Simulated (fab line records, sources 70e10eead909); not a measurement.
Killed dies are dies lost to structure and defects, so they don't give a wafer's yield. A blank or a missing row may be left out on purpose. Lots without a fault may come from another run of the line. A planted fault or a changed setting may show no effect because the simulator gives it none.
Which tool did it? | flow nand_harc | 12 lots, 36 wafers sampled, at 5 steps of a route of 1302

WHAT THE GAUGES READ, wafer by wafer
NHARC_A_BONDPAD_OVL_MEAS_35.
lot  | measured     | on         | overlay_x_nm (nm) | overlay_y_nm (nm)
L918 | day 23 20:50 | overlay-02 | -6 -6 -6          | -4 -3 -3
L921 | day 23 22:35 | overlay-01 | -1 -1 -2          | -3 -3 -3
L923 | day 24 10:44 | overlay-01 | 0 -1 0            | 7 6 7
L924 | day 25 05:01 | overlay-01 | -4 -3 -4          | 8 8 8
L933 | day 29 12:37 | overlay-01 | 1 2 2             | -2 -2 -3
L934 | day 30 04:53 | overlay-02 | 9 9 9             | 12 11 11
L935 | day 30 05:34 | overlay-02 | 4 3 3             | -1 -1 -1
L937 | day 30 22:08 | overlay-02 | -3 -2 -3          | 9 10 10
L936 | day 31 02:28 | overlay-01 | 4 4 4             | -9 -9 -9
L938 | day 31 13:58 | overlay-02 | 0 1 1             | 3 3 3
L940 | day 31 21:44 | overlay-02 | -5 -5 -5          | -2 -2 -2
L939 | day 32 03:46 | overlay-01 | -10 -10 -9        | -3 -3 -2

NHARC_END_SORT_01.
lot  | measured     | on        | defect_limited_yield (%) | killed_at_array | killed_at_other | killed_at_periphery | killed_dies | killed_open | killed_short
L918 | day 25 04:38 | prober-02 | 88.9 88.3 89.1           | 70 75 72        | 0 1 0           | 5 3 2               | 75 79 74    | 3 4 7       | 1 6 4
L921 | day 25 06:57 | prober-01 | 87.3 88.6 89.4           | 85 74 69        | 0 0 0           | 1 3 3               | 86 77 72    | 2 3 2       | 0 2 4
L923 | day 25 21:46 | prober-01 | 95.3 96.2 96.5           | 27 19 17        | 0 1 0           | 5 6 7               | 32 26 24    | 2 5 2       | 5 2 2
L924 | day 26 13:50 | prober-02 | 93.5 91.3 92.8           | 39 56 46        | 0 0 0           | 5 3 3               | 44 59 49    | 2 3 3       | 4 2 3
L933 | day 30 20:20 | prober-02 | 0 0 0                    | 673 668 673     | 2 2 1           | 2 7 3               | 677 677 677 | 5 1 2       | 2 3 3
L934 | day 31 14:28 | prober-02 | 0 0 0                    | 671 676 673     | 0 0 0           | 6 1 4               | 677 677 677 | 3 5 1       | 2 3 4
L935 | day 31 12:52 | prober-01 | 0 0 0                    | 670 674 674     | 0 1 2           | 7 2 1               | 677 677 677 | 2 3 3       | 4 3 6
L937 | day 32 08:44 | prober-01 | 87.7 85.4 84.8           | 81 98 102       | 1 1 0           | 1 0 1               | 83 99 103   | 3 5 5       | 4 1 2
L936 | day 32 14:59 | prober-01 | 90.7 91.7 91.4           | 61 54 57        | 0 0 0           | 2 2 1               | 63 56 58    | 6 4 2       | 3 2 4
L938 | day 33 03:55 | prober-02 | 90.3 89.1 90.5           | 61 72 59        | 1 0 0           | 4 2 5               | 66 74 64    | 6 1 2       | 4 5 3
L940 | day 33 03:03 | prober-01 | 91.0 91.7 92.2           | 59 53 44        | 2 1 5           | 0 2 4               | 61 56 53    | 4 2 4       | 5 0 2
L939 | day 33 11:40 | prober-01 | 90.7 91.6 89.1           | 61 56 68        | 0 0 0           | 2 1 6               | 63 57 74    | 0 3 5       | 2 5 3

WHICH TOOL RAN EACH LOT (tool, then ch and the chambers of the sampled wafers, then the start)
lot  | NHARC_A_M1_PRE_CLEAN_32         | NHARC_A_BONDPAD_ETCH_12            | NHARC_A_BONDPAD_ETCH_24
L918 | pecvd-02 ch 1,2, day 23 18:54   | rie_diel-05 ch 1,2,3, day 23 21:08 | rie_diel-03 ch 1,2,3, day 25 04:38 or earlier
L921 | pecvd-01 ch 0,1,2, day 23 20:41 | rie_diel-05 ch 0,3, day 23 22:54   | rie_diel-05 ch 0,1,3, day 25 06:57 or earlier
L923 | pecvd-02 ch 0,1,2, day 24 08:48 | rie_diel-05 ch 0,1,2, day 24 11:04 | rie_diel-03 ch 0,1,2, day 25 21:46 or earlier
L924 | pecvd-02 ch 0,1,2, day 25 03:04 | rie_diel-06 ch 0,1,3, day 25 05:19 | rie_diel-06 ch 0,1,3, day 26 13:50 or earlier
L933 | pecvd-02 ch 0,1, day 29 10:40   | rie_diel-05 ch 0,1,3, day 29 12:55 | rie_diel-06 ch 0,3, day 30 20:20 or earlier
L934 | pecvd-03 ch 0,1,2, day 30 03:06 | rie_diel-05 ch 0,1, day 30 05:11   | rie_diel-05 ch 0,3, day 31 14:28 or earlier
L935 | pecvd-03 ch 0,2, day 30 03:37   | rie_diel-05 ch 1,2, day 30 05:53   | rie_diel-05 ch 1,2,3, day 31 12:52 or earlier
L937 | pecvd-01 ch 0,1,2, day 30 20:13 | rie_diel-05 ch 1,3, day 30 22:28   | rie_diel-05 ch 0,1,3, day 30 22:53
L936 | pecvd-02 ch 0,1,2, day 31 00:38 | rie_diel-05 ch 0,1,2, day 31 02:51 | rie_diel-05 ch 0,1,3, day 32 14:59 or earlier
L938 | pecvd-01 ch 0,1,2, day 31 12:10 | rie_diel-05 ch 0,3, day 31 14:16   | rie_diel-03 ch 2,3, day 33 03:55 or earlier
L940 | pecvd-02 ch 0,1, day 31 19:47   | rie_diel-05 ch 1,2,3, day 31 22:02 | rie_diel-05 ch 1,2,3, day 33 03:03 or earlier
L939 | pecvd-03 ch 0,1,2, day 32 01:59 | rie_diel-06 ch 1,2, day 32 04:04   | rie_diel-03 ch 0,1, day 33 11:40 or earlier
- NHARC_A_M1_PRE_CLEAN_32: time 12 s.
- NHARC_A_BONDPAD_ETCH_12: etches the open film in CHF3/O2, target depth 220 nm, time 110 s.
- NHARC_A_BONDPAD_ETCH_24: etches the open film in CF4/N2, target depth 30 nm, time 72.99 s.

WHAT THE TOOLS THEMSELVES READ (means of the sampled wafers that have a number; where no wafer has one, the mark that the record gives instead)
NHARC_A_M1_PRE_CLEAN_32.
lot  | tool     | heater_power_w (W)
L918 | pecvd-02 | 607
L921 | pecvd-01 | 629
L923 | pecvd-02 | 626
L924 | pecvd-02 | 587
L933 | pecvd-02 | 600
L934 | pecvd-03 | 595
L935 | pecvd-03 | 674
L937 | pecvd-01 | 539
L936 | pecvd-02 | 611
L938 | pecvd-01 | 565
L940 | pecvd-02 | 554
L939 | pecvd-03 | 628

NHARC_A_BONDPAD_ETCH_12.
lot  | tool        | bias_w (W) | chamber_pressure_mTorr (mTorr) | drypump_motor_current_A (A) | oes_product_au (a.u.) | rf_vpp_V (V) | showerhead_plenum_p_Torr (Torr) | throttle_valve_pct (%)
L918 | rie_diel-05 | 200.4      | 24.991                         | 5.8                         | 0.969                 | 370.0        | 2.41                            | 20.567
L921 | rie_diel-05 | 200.1      | 24.984                         | 5.8                         | 0.969                 | 372.7        | 2.53                            | 20.576
L923 | rie_diel-05 | 200.0      | 25.022                         | 5.4                         | 0.926                 | 369.8        | 2.36                            | 20.582
L924 | rie_diel-06 | 199.9      | 24.989                         | 5.2                         | 0.925                 | 371.8        | 2.45                            | 20.575
L933 | rie_diel-05 | -          | -                              | -                           | -                     | -            | -                               | -
L934 | rie_diel-05 | -          | -                              | -                           | -                     | -            | -                               | -
L935 | rie_diel-05 | -          | -                              | -                           | -                     | -            | -                               | -
L937 | rie_diel-05 | 199.8      | 24.993                         | 6.1                         | 0.922                 | 372.4        | 2.42                            | 20.578
L936 | rie_diel-05 | 200.4      | 24.997                         | 5.5                         | 0.955                 | 369.5        | 2.36                            | 20.578
L938 | rie_diel-05 | 199.9      | 24.997                         | 5.8                         | 0.929                 | 373.8        | 2.53                            | 20.579
L940 | rie_diel-05 | 200.3      | 24.997                         | 5.9                         | 0.949                 | 370.2        | 2.40                            | 20.580
L939 | rie_diel-06 | 200.1      | 24.990                         | 5.0                         | 0.910                 | 373.7        | 2.54                            | 20.577

NHARC_A_BONDPAD_ETCH_24.
lot  | tool        | bias_w (W) | cf4_flow_sccm (sccm) | drypump_motor_current_A (A) | oes_product_au (a.u.) | rf_vpp_V (V) | showerhead_plenum_p_Torr (Torr) | throttle_valve_pct (%)
L918 | rie_diel-03 | 100.30     | 50.03                | 5.6                         | 1.004                 | 314.9        | 2.70                            | 19.795
L921 | rie_diel-05 | 99.93      | 50.05                | 5.8                         | 1.004                 | 315.9        | 2.68                            | 19.791
L923 | rie_diel-03 | 100.19     | 49.99                | 5.5                         | 0.998                 | 313.0        | 2.62                            | 19.798
L924 | rie_diel-06 | 100.07     | 50.01                | 5.3                         | 0.992                 | 315.2        | 2.68                            | 19.800
L933 | rie_diel-06 | 100.18     | 49.86                | 5.4                         | 0.995                 | 317.4        | 2.82                            | 19.792
L934 | rie_diel-05 | 100.01     | 50.24                | 5.8                         | 0.995                 | 316.1        | 2.76                            | 19.801
L935 | rie_diel-05 | 100.22     | 49.90                | 5.9                         | 0.999                 | 314.0        | 2.63                            | 19.791
L937 | rie_diel-05 | 100.28     | 50.03                | 5.8                         | 1.003                 | 315.4        | 2.68                            | 19.798
L936 | rie_diel-05 | 100.00     | 49.99                | 5.8                         | 1.002                 | 314.8        | 2.68                            | 19.786
L938 | rie_diel-03 | 99.94      | 49.87                | 5.5                         | 0.992                 | 315.9        | 2.69                            | 19.791
L940 | rie_diel-05 | 99.96      | 49.94                | 5.8                         | 0.995                 | 314.6        | 2.63                            | 19.787
L939 | rie_diel-03 | 99.92      | 50.05                | 5.3                         | 1.005                 | 312.9        | 2.56                            | 19.791

THE ANSWER, worked out from the rows above alone
Rule: what is usual is taken from the lots themselves. Put in order of their means at a reading, lots are off if they are a third of the lots or fewer, leave a main group of 4 or more, and stand apart from it by a gap of 3 or more times the standard deviation of the main group's means; of several such gaps the widest counts. A main group whose means are all the same, to the digits that the tables above print for the reading, isn't used. A lot without any number at a reading at which 4 lots or more have one is off too. The other lots that the step has rows for count as sound. The gauges are gone through in route order, then the tools' own readings, and for those a lot's mean is taken as printed above. The first step at which some lot is off is used, and at that step the reading that is off furthest; a lot without a number counts as furthest.
Off: L933, L934, L935, at NHARC_END_SORT_01 (killed_dies). The main group: mean 64, standard deviation 18.
A tool fits if, at a process step before that reading, it ran every lot that is off, and no sound lot after the first of them. The gauges at NHARC_END_SORT_01 aren't tried: what is off there is off at NHARC_A_BONDPAD_ETCH_12 too, on other tools, and a gauge's error can't cause that. NHARC_A_BONDPAD_ETCH_24 gives no start for some lots, so the hours and the order of its lots are those of NHARC_END_SORT_01. None of those tried fits.

WHAT THE SIMULATOR HAD PUT IN
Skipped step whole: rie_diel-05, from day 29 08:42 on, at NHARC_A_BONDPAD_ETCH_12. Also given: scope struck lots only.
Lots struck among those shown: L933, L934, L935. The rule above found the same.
